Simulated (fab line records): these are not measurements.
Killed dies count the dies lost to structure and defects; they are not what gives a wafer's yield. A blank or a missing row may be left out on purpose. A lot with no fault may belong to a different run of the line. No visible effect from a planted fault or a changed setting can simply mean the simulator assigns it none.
fab line records	flow n5_finfet
record: lots: 7	wafers: 39
route steps=1938 shown WELL_APT@55 DUMMY_GATE@246 SD_EPI_N@275 MOL_CONTACT_COAG@613
start_h: hours from the record's first day to the start of the lot's first wafer shown	wait_h: hours since the lot's step before	" repeats the value in the row above	L1.1+2: a row that stands for several wafers	- no value present, or no start provided	* or withheld: withheld	< > ~ a bound
route shown NAME@n: names a module that has steps shown in the file, with the first one's number in the route	usual: mean/standard deviation taken from wafers without a fault	same: alike in all rows	chamber/n: place in a boat	sites: the reading at each site	_std_site: the values' standard deviation	_edge_site: inner sites' mean taken away from outer sites' mean	radius_mm: how far each site lies from the wafer's centre	mask NAME#n: copy n	behind: the tool/chamber that last shaped the wafer	hold: why the lot was held/for how many hours/how that ended	device: the transistor (n, p or np) that didn't switch	end of line: the route-end tests of the same wafers	a step without rows: its recipe alone	killed: dies lost to structure and defects at the first sort, not the wafer's yield	map: shows each die of a wafer: x if killed, . if not, _ if none is there
set.NAME: the setting as run; set.NAME@STEP: as run at that earlier step	model.NAME: the simulator's own value behind a step, which no gauge read
lots with deliberately changed settings; one table per step, one row per wafer
== steps ==
step: N5_WELL_APT_EPI_41
recipe: material: Si	target_thk_a: 500	temp_c: 650	precursor: SiH4/H2	pressure_torr: 20	time_s: 297.7
lot.wafer	tool	chamber	start_h	wait_h	set.time_s	model.Si_of_WELL_APT_EPI_41.thk_nm
L075.1	epi_rpcvd-04	0	21.81	0.0	297.7	50.68
L075.2	"	0	"	"	306.9	51.59
L075.3	"	0	"	"	297.7	50.76
L075.4	"	0	"	"	306.9	52.07
L075.5	"	0	"	"	306.9	51.6
L075.6	"	0	"	"	297.7	50.35
L079.1	epi_rpcvd-04	0	45.96	0.0	297.7	50.79
L079.2	"	0	"	"	297.7	50.71
L079.3	"	0	"	"	297.7	50.52
L079.4	"	0	"	"	278.3	47.32
L079.5	"	0	"	"	278.3	47.33
L079.6	"	0	"	"	278.3	47.11
L080.1	epi_rpcvd-02	0	52.59	0.0	297.7	50.01
L080.4	"	0	"	"	297.7	50.64
L080.5	"	0	"	"	297.7	50.06
L083.1	epi_rpcvd-02	0	70.44	0.0	297.7	49.52
L083.2	"	0	"	"	297.7	49.24
L083.3	"	0	"	"	297.7	49.78
L083.4	"	0	"	"	297.7	49.92
L083.5	"	0	"	"	297.7	49.8
L083.6	"	0	"	"	297.7	50.36
L091.1	epi_rpcvd-02	0	118.17	0.0	289.9	48.71
L091.2	"	0	"	"	289.9	48.99
L091.3	"	0	"	"	297.7	50.21
L091.4	"	0	"	"	289.9	48.18
L091.5	"	0	"	"	297.7	49.51
L091.6	"	0	"	"	297.7	49.36
L096.1	epi_rpcvd-04	0	147.87	0.0	297.7	49.32
L096.2	"	0	"	"	290.1	47.78
L096.3	"	0	"	"	297.7	49.26
L096.4	"	0	"	"	290.1	47.7
L096.5	"	0	"	"	290.1	47.52
L096.6	"	0	"	"	297.7	48.85
L097.1	epi_rpcvd-02	0	154.41	0.0	274.3	46.39
L097.2	"	0	"	"	274.3	46.7
L097.3	"	0	"	"	274.3	46.27
L097.4	"	0	"	"	297.7	50.43
L097.5	"	0	"	"	297.7	49.99
L097.6	"	0	"	"	297.7	50.77
step: N5_DUMMY_GATE_ETCH_32
recipe: chemistry: CF4	target: SiO2	target_depth_a: 35	time_s: 3.9	ion_energy_ev: 350	pressure_mtorr: 10	icp_w: 800	bias_w: 400	cf4_flow_sccm: 80
lot.wafer	tool	chamber	start_h	wait_h	set.time_s	model.etch.depth_nm
L075.1	rie_si-04	3	55.53	0.1	3.9	3.546
L075.2	"	0	"	"	3.398	3.17
L075.3	"	1	"	"	3.9	3.365
L075.4	"	2	"	"	3.398	3.189
L075.5	"	3	"	"	3.9	3.539
L075.6	"	2	"	"	3.398	3.178
L079.1	rie_si-05	1	78.99	0.1	3.9	3.483
L079.2	"	3	"	"	3.9	3.487
L079.3	"	0	"	"	3.9	3.604
L079.4	"	2	"	"	3.9	3.697
L079.5	"	0	"	"	3.9	3.58
L079.6	"	1	"	"	3.9	3.478
L080.1	rie_si-04	0	83.70	0.1	3.9	3.608
L080.4	"	3	"	"	3.9	3.534
L080.5	"	3	"	"	3.9	3.503
L083.1	rie_si-04	2	103.44	0.1	3.9	3.617
L083.2	"	0	"	"	3.9	3.589
L083.3	"	3	"	"	3.9	3.465
L083.4	"	0	"	"	3.9	3.603
L083.5	"	2	"	"	3.9	3.628
L083.6	"	3	"	"	3.9	3.484
L091.1	rie_si-06	0	149.48	0.1	3.9	3.563
L091.2	"	2	"	"	3.9	3.515
L091.3	"	3	"	"	3.9	3.68
L091.4	"	3	"	"	3.9	3.702
L091.5	"	2	"	"	3.9	3.53
L091.6	"	0	"	"	3.9	3.553
L096.1	rie_si-04	0	180.22	0.1	3.9	3.621
L096.2	"	3	"	"	3.9	3.521
L096.3	"	1	"	"	3.9	3.336
L096.4	"	2	"	"	3.003	2.81
L096.5	"	0	"	"	3.003	2.779
L096.6	"	1	"	"	3.003	2.551
L097.1	rie_si-04	0	187.84	0.1	4.172	3.821
L097.2	"	2	"	"	3.9	3.643
L097.3	"	3	"	"	4.172	3.757
L097.4	"	1	"	"	3.9	3.291
L097.5	"	0	"	"	3.9	3.596
L097.6	"	3	"	"	4.172	3.75
step: N5_SD_EPI_N_ETCH_35
recipe: chemistry: N2/H2	target: SOC	overetch_a: 1080	mask_material: SiARC	temp_c: 40	ion_energy_ev: 100	source_w: 3000	bias_w: 133	pressure_mtorr: 20	time_s: 486	n2_flow_sccm: 200	h2_flow_sccm: 200
lot.wafer	tool	chamber	start_h	wait_h	set.time_s	model.SiARC_of_SD_EPI_N_COAT_33.thk_nm
L075.1	rie_diel-06	1	57.31	0.0	486	20.6
L075.2	"	2	"	"	520.3	19
L075.3	"	3	"	"	520.3	19.2
L075.4+6	"	2,3	"	"	486	20.2
L075.5	"	1	"	"	520.3	19.4
L079.1+4	rie_diel-06	1	80.72	0.0	571.8	17.6
L079.2	"	0	"	"	571.8	17.4
L079.3+5+6	"	2,2,0	"	"	486	19.8
L080.1	rie_diel-02	2	86.55	0.0	486	20
L080.4	"	0	"	"	486	20.4
L080.5	"	1	"	"	486	20.2
L083.1	rie_diel-04	0	105.42	0.0	486	20
L083.2	"	1	"	"	436.1	21.8
L083.3	"	2	"	"	436.1	21.2
L083.4	"	3	"	"	486	19
L083.5	"	1	"	"	436.1	22
L083.6	"	2	"	"	486	19.4
L091.1+6	rie_diel-04	0	151.68	0.0	577	17.2
L091.2	"	1	"	"	486	20.4
L091.3	"	3	"	"	486	19
L091.4	"	2	"	"	486	19.6
L091.5	"	1	"	"	577	17.8
L096.1	rie_diel-06	1	182.84	0.0	486	20.4
L096.2+3	"	2,0	"	"	413.5	22.2
L096.4	"	1	"	"	413.5	22.6
L096.5+6	"	0,2	"	"	486	20.2
L097.1+4	rie_diel-02	3,1	189.59	0.0	486	20.4
L097.2	"	2	"	"	486	19.8
L097.3+5+6	"	0,1,0	"	"	486	20.2
step: N5_MOL_CONTACT_COAG_ETCHBACK_136
recipe: chemistry: CHF3	target: SiO2	target_depth_a: 250	time_s: 16.7	ion_energy_ev: 200	pressure_mtorr: 30	source_w: 610	bias_w: 170	Ar_flow_sccm: 200	CHF3_flow_sccm: 50
lot.wafer	tool	chamber	start_h	wait_h	set.target_depth_a
L075.1+3+5	rie_diel-04	1,3,1	107.37	0.0	250
L075.2+4+6	"	0,2,2	"	"	216.5
L079.1+2+6	rie_diel-02	2,0,3	134.09	0.0	236.3
L079.3+4+5	"	3,0,2	"	"	250
L080.1+4+5	rie_diel-06	0,0,2	137.93	0.0	250
L083.1+2+5	rie_diel-02	3,2,2	157.15	0.0	250
L083.3+4+6	"	0,0,3	"	"	220.9
L091.1+4+6	rie_diel-04	2,1,0	202.06	0.0	219.6
L091.2+3+5	"	0,1,2	"	"	250
L096.1+3+5	rie_diel-02	0,1,2	235.64	0.0	274.7
L096.2+4+6	"	2,1,0	"	"	250
L097.1+2+3+4+5+6	rie_diel-04	0,2,1,3,0,1	240.91	0.0	250
step: N5_MOL_CONTACT_COAG_STRIP_120
recipe: chemistry: CHF3	resist: SiARC	rf_frequency_hz: 6e+07
step: N5_MOL_CONTACT_COAG_VIA_ETCH_117
recipe: chemistry: C4F6/O2	target_depth_a: 400	overetch_a: 80	mask_material: SOC	target: SiO2	bias_w: 455	pressure_mtorr: 10	time_s: 26	source_w: 325	Ar_flow_sccm: 300	C4F6_flow_sccm: 10	O2_flow_sccm: 10	ion_energy_ev: 575.3	ends: end_point
lot.wafer	tool	chamber	start_h	wait_h	set.target_depth_a@MOL_CONTACT_COAG_ETCHBACK_136	model.etch.depth_nm	model.MOL_CONTACT_COAG.feature_depth_nm
L075.1	rie_diel-04	1	107.40	0.0	250	41.21	41.2
L075.2	"	0	"	"	216.5	43.81	43.8
L075.3	"	3	"	"	250	39.75	39.8
L075.4	"	2	"	"	216.5	43.41	43.4
L075.5	"	1	"	"	250	41.32	41.4
L075.6	"	2	"	"	216.5	43.14	43.2
L079.1	rie_diel-02	2	134.12	0.0	236.3	41.25	41.2
L079.2	"	0	"	"	236.3	41.95	42
L079.3	"	3	"	"	250	40.62	40.6
L079.4	"	0	"	"	250	40.63	40.6
L079.5	"	2	"	"	250	39.8	39.8
L079.6	"	3	"	"	236.3	42.05	42
L080.1	rie_diel-06	0	137.97	0.0	250	40.77	40.8
L080.4	"	0	"	"	250	40.56	40.6
L080.5	"	2	"	"	250	40.29	40.2
L083.1	rie_diel-02	3	157.19	0.0	250	40.35	40.4
L083.2	"	2	"	"	250	40.01	40
L083.3	"	0	"	"	220.9	43.66	43.6
L083.4	"	0	"	"	220.9	43.38	43.4
L083.5	"	2	"	"	250	39.91	40
L083.6	"	3	"	"	220.9	43.57	43.6
L091.1	rie_diel-04	2	202.09	0.0	219.6	42.61	42.6
L091.2	"	0	"	"	250	40.82	40.8
L091.3	"	1	"	"	250	39.61	39.6
L091.4	"	1	"	"	219.6	42.54	42.6
L091.5	"	2	"	"	250	39.66	39.6
L091.6	"	0	"	"	219.6	43.7	43.8
L096.1	rie_diel-02	0	235.67	0.0	274.7	38.23	38.2
L096.2	"	2	"	"	250	40.47	40.4
L096.3	"	1	"	"	274.7	37.88	37.8
L096.4	"	1	"	"	250	40.4	40.4
L096.5	"	2	"	"	274.7	38.37	38.4
L096.6	"	0	"	"	250	40.69	40.6
L097.1	rie_diel-04	0	240.94	0.0	250	40.78	40.8
L097.2	"	2	"	"	250	39.93	40
L097.3	"	1	"	"	250	39.53	39.6
L097.4	"	3	"	"	250	39.19	39.2
L097.5	"	0	"	"	250	40.42	40.4
L097.6	"	1	"	"	250	39.71	39.8
== key ==
split: step: N5_WELL_APT_EPI_41	setting: time_s	stated: 297.7	by: wafer
response: step: N5_WELL_APT_EPI_41	reading: model.Si_of_WELL_APT_EPI_41.thk_nm	change: +0.499	per: 1%	r: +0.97
split: step: N5_DUMMY_GATE_ETCH_32	setting: time_s	stated: 3.9	by: wafer
response: step: N5_DUMMY_GATE_ETCH_32	reading: model.etch.depth_nm	change: +0.0319	per: 1%	r: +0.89
split: step: N5_SD_EPI_N_ETCH_35	setting: time_s	stated: 486	by: wafer
response: step: N5_SD_EPI_N_ETCH_35	reading: model.SiARC_of_SD_EPI_N_COAT_33.thk_nm	change: -0.138	per: 1%	r: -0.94
split: step: N5_MOL_CONTACT_COAG_ETCHBACK_136	setting: target_depth_a	stated: 250	by: wafer
response: step: N5_MOL_CONTACT_COAG_VIA_ETCH_117	reading: model.etch.depth_nm	change: -0.242	per: 1%	r: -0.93
response: step: N5_MOL_CONTACT_COAG_VIA_ETCH_117	reading: model.MOL_CONTACT_COAG.feature_depth_nm	change: -0.241	per: 1%	r: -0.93
